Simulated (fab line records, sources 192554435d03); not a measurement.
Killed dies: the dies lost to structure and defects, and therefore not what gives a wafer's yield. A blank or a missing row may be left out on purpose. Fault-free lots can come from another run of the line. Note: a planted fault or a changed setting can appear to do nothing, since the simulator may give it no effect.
Lot-split experiment	flow n5 finfet	route with 1938 steps; 7 lots, 21 wafers read

## ON THE SPLIT
At N5_FIN_CUT_COAT_02 (resist thk 30 nm), the setting spin rpm was moved away from the recipe's 1500 rpm on 3 of the 21 wafers read, by -6.9% to +7.0%. This setting was run at the recipe's value on the other wafers.

## FROM THE SPLIT TO THE READING: what the file shows between them, 2 steps
- N5_FIN_CUT_EXPOSE_05: exposes mask FIN CUT (also split here: dose mj)
- N5_FIN_CUT_PEB_06: peb time 60 s

## THE READING
CAR-EUV_of_FIN_CUT_COAT_02.thk nm (the simulator's own value, which no gauge read), in nm, at N5_FIN_CUT_DEVELOP_07 (develop time 30 s). The file does not state a usual value for it. The 18 wafers here that ran the recipe average 29.7 nm, standard deviation 0.094 nm.

wafer	tool, chamber at the split	spin rpm as run, rpm	against the recipe	CAR-EUV_of_FIN_CUT_COAT_02.thk nm, nm	against lot-mates on the recipe
L079.2	litho track-05, 0	1587	+5.8%	28.8	-0.8
L079.5	litho track-05, 0	1500	recipe	29.6	-
L079.6	litho track-05, 0	1500	recipe	29.6	-
L080.1	litho track-05, 0	1500	recipe	29.8	-
L080.2	litho track-05, 0	1500	recipe	29.6	-
L080.3	litho track-05, 0	1396	-6.9%	30.8	+1.1
L082.4	litho track-04, 0	1500	recipe	29.6	-
L082.6	litho track-04, 0	1500	recipe	29.6	-
L082.5	litho track-04, 0	1500	recipe	29.8	-
L088.1	litho track-03, 0	1500	recipe	29.8	-
L088.2	litho track-03, 0	1500	recipe	29.8	-
L088.5	litho track-03, 0	1500	recipe	29.8	-
L090.1	litho track-03, 0	1500	recipe	29.6	-
L090.3	litho track-03, 0	1500	recipe	29.6	-
L090.4	litho track-03, 0	1500	recipe	29.6	-
L094.2	litho track-03, 0	1500	recipe	29.6	-
L094.3	litho track-03, 0	1500	recipe	29.6	-
L094.4	litho track-03, 0	1500	recipe	29.8	-
L097.1	litho track-03, 0	1500	recipe	29.6	-
L097.4	litho track-03, 0	1500	recipe	29.6	-
L097.2	litho track-03, 0	1605	+7.0%	28.6	-1.0

FIT RESULTS
A straight line over all 21 wafers: CAR-EUV_of_FIN_CUT_COAT_02.thk nm changes by -0.156 nm for each +1% of spin rpm; r = -0.97; the points scatter about the line by 0.093 nm.
The same after taking each lot's own level away (the mean of its wafers on the recipe; 21 wafers): -0.148 nm for each +1%; r = -0.99; scatter 0.066 nm.
Per that fit: largest spin rpm move, reading shift of 1 nm.
The span of the lots' own levels, 29.60 to 29.80 nm, comes to 2.1 times the standard deviation stated above.
The two slopes are in agreement: the lot-to-lot level therefore moves the slope only a little.
Check: for one of the wafers moved furthest among these (+7.0%), held out of the fit, the line's prediction against its lot-mates is -1.04 nm. Against them it came out at -1 nm.

## OTHER SPLITS APPLIED TO THESE WAFERS
Note: prior to the reading, these wafers also went through further splits. Each is held against what the fit with the lots' levels taken away leaves over:
other split on the same wafers	wafers away from the commonest value	r with CAR-EUV_of_FIN_CUT_COAT_02.thk nm (lot level and that fit taken away)
N5_ZERO_LAYER_PECVD_02 time s	5	+0.19
N5_FIN_CUT_EXPOSE_05 dose mj	8	-0.20

## THE WHOLE CHAIN: every reading that the file lists as answering this split, in the file's order
step	what it does	reading	change (the file's fit)	r (the file's)
N5_FIN_CUT_COAT_02	resist thk 30 nm	CAR-EUV_of_FIN_CUT_COAT_02.thk nm (the simulator's own value, which no gauge read)	-0.156 nm for each +1% of the setting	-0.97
N5_FIN_CUT_DEVELOP_07	develop time 30 s	CAR-EUV_of_FIN_CUT_COAT_02.thk nm (the simulator's own value, which no gauge read)	-0.147 nm for each +1% of the setting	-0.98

## THE FILE'S OWN FIT
CAR-EUV_of_FIN_CUT_COAT_02.thk nm changes by -0.147 nm for each +1% of spin rpm, r = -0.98.
